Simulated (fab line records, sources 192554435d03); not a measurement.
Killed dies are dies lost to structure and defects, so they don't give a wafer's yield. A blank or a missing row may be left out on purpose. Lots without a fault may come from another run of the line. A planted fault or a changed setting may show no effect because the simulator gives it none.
Split-lot experiment | flow n5_finfet | 7 lots, 21 wafers read, on a route of 1938 steps

THE SPLIT
At N5_BEOL_M2_COAT_67 (time 60 s, resist thk 60 nm), the setting spin_rpm was moved away from the recipe's 1500 rpm on 7 of the 21 wafers read, by -4.1% to +5.9%. The other wafers ran this setting at the recipe's value.

FROM THE SPLIT TO THE READING: what the file shows between them, 14 steps
- N5_BEOL_M2_COAT_22: resist thk 30 nm (also split here: spin_rpm)
- N5_BEOL_M2_EBR_24
- N5_BEOL_M2_SOFTBAKE_23: time 60 s
- N5_BEOL_M2_EXPOSE_25: exposes mask V1, defocus 5 nm
- N5_BEOL_M2_PEB_26: peb time 60 s
- N5_BEOL_M2_DEVELOP_27: develop time 30 s
- N5_BEOL_M2_DESCUM_33: chemistry O2, time 7 s
- N5_BEOL_M2_ETCH_77: etches underlayer in N2/H2, target depth 6.5 nm, time 5.2 s
- N5_BEOL_M2_ETCH_69: etches SiARC in CF4, target depth 15.6 nm, time 26 s
- N5_BEOL_M2_ALD_98: deposits SiO2, target thk 2.5 nm, pulse time 1 s, co reactant pulse time 1 s
- N5_BEOL_M2_ETCHBACK_99: etches SiO2 in CHF3, target depth 5 nm, time 10.4 s
- N5_BEOL_M2_ETCH_70: etches SOC in N2/H2, target depth 80 nm, overetch 24 nm, time 130 s
- N5_BEOL_M2_STRIP_71: strips in N2/H2
- N5_BEOL_M2_STRIP_78: strips in N2/H2

THE READING
SOC_of_BEOL_M2_COAT_67.thk_nm (the simulator's own value, which no gauge read), in nm, at N5_BEOL_M2_VIA_ETCH_34 (etches the open film in C4F6/O2, target depth 69.4 nm, time 65.9 s). The file gives no usual value for it. The 14 wafers here that ran the recipe average 51.8 nm, standard deviation 0.17 nm.

wafer  | tool, chamber at the split | spin_rpm as run, rpm | against the recipe | SOC_of_BEOL_M2_COAT_67.thk_nm, nm | against lot-mates on the recipe
L079.1 | litho_track-03, 0          | 1500                 | recipe             | 51.8                              | -
L079.4 | litho_track-03, 0          | 1500                 | recipe             | 51.6                              | -
L079.5 | litho_track-03, 0          | 1589                 | +5.9%              | 50.2                              | -1.5
L081.2 | litho_track-01, 0          | 1500                 | recipe             | 51.8                              | -
L081.6 | litho_track-01, 0          | 1500                 | recipe             | 51.8                              | -
L081.3 | litho_track-01, 0          | 1548                 | +3.2%              | 51                                | -0.8
L083.1 | litho_track-04, 0          | 1500                 | recipe             | 52.2                              | -
L083.3 | litho_track-04, 0          | 1500                 | recipe             | 51.8                              | -
L083.5 | litho_track-04, 0          | 1576                 | +5.1%              | 50.8                              | -1.2
L090.1 | litho_track-01, 0          | 1500                 | recipe             | 51.6                              | -
L090.5 | litho_track-01, 0          | 1581                 | +5.4%              | 50                                | -1.6
L090.6 | litho_track-01, 0          | 1581                 | +5.4%              | 50                                | -1.6
L086.3 | litho_track-03, 0          | 1439                 | -4.1%              | 53.2                              | +1.2
L086.5 | litho_track-03, 0          | 1439                 | -4.1%              | 53.6                              | +1.6
L086.6 | litho_track-03, 0          | 1500                 | recipe             | 52                                | -
L091.1 | litho_track-04, 0          | 1500                 | recipe             | 51.6                              | -
L091.5 | litho_track-04, 0          | 1500                 | recipe             | 51.6                              | -
L091.2 | litho_track-04, 0          | 1500                 | recipe             | 51.8                              | -
L092.4 | litho_track-03, 0          | 1500                 | recipe             | 51.6                              | -
L092.5 | litho_track-03, 0          | 1500                 | recipe             | 51.8                              | -
L092.6 | litho_track-03, 0          | 1500                 | recipe             | 51.8                              | -

THE FIT
A straight line over all 21 wafers: SOC_of_BEOL_M2_COAT_67.thk_nm changes by -0.31 nm for each +1% of spin_rpm; r = -0.96; the points scatter about the line by 0.24 nm.
The same after taking each lot's own level away (the mean of its wafers on the recipe; 21 wafers): -0.289 nm for each +1%; r = -0.98; scatter 0.15 nm.
On that fit, the largest move of spin_rpm shifts the reading by 1.7 nm.
The lots' own levels span 51.60 to 52.00 nm, that is 2.4 times the standard deviation above.
So the lot-to-lot level changes the slope little: the two slopes agree.
Check: with one of the wafers moved furthest among these (+5.9%) left out of the fit, the line predicts -1.72 nm for it against its lot-mates. It came out at -1.5 nm against them.

OTHER SPLITS ON THESE WAFERS
These wafers also went through other splits before the reading. Each is held against what the fit with the lots' levels taken away leaves over:
other split on the same wafers            | wafers away from the commonest value | r with SOC_of_BEOL_M2_COAT_67.thk_nm (lot level and that fit taken away)
N5_MOL_CONTACT_COAG_VIA_ETCH_46 bias_w    | 6                                    | -0.13
N5_BEOL_M0_SAQP_PECVD_96 time_s           | 7                                    | +0.14
N5_BEOL_M0_TRENCH_ETCH_107 target_depth_a | 7                                    | +0.16
N5_BEOL_M0_ETCH_109 bias_w                | 6                                    | +0.12
N5_BEOL_M1_ETCH_64 time_s                 | 5                                    | -0.07
N5_BEOL_M1_COAT_22 spin_rpm               | 9                                    | +0.26
N5_BEOL_M2_COAT_22 spin_rpm               | 9                                    | -0.23

THE WHOLE CHAIN: every reading that the file lists as answering this split, in the file's order
step                   | what it does                                                        | reading                                                                        | change (the file's fit)               | r (the file's)
N5_BEOL_M2_COAT_67     | time 60 s, resist thk 60 nm                                         | SOC_of_BEOL_M2_COAT_67.thk_nm (the simulator's own value, which no gauge read) | -0.278 nm for each +1% of the setting | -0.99
N5_BEOL_M2_ETCH_70     | etches SOC in N2/H2, target depth 80 nm, overetch 24 nm, time 130 s | etch.depth_nm (the simulator's own value, which no gauge read)                 | -0.289 nm for each +1% of the setting | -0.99
N5_BEOL_M2_VIA_ETCH_34 | etches the open film in C4F6/O2, target depth 69.4 nm, time 65.9 s  | SOC_of_BEOL_M2_COAT_67.thk_nm (the simulator's own value, which no gauge read) | -0.273 nm for each +1% of the setting | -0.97

THE FILE'S OWN FIT
SOC_of_BEOL_M2_COAT_67.thk_nm changes by -0.273 nm for each +1% of spin_rpm, r = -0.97.
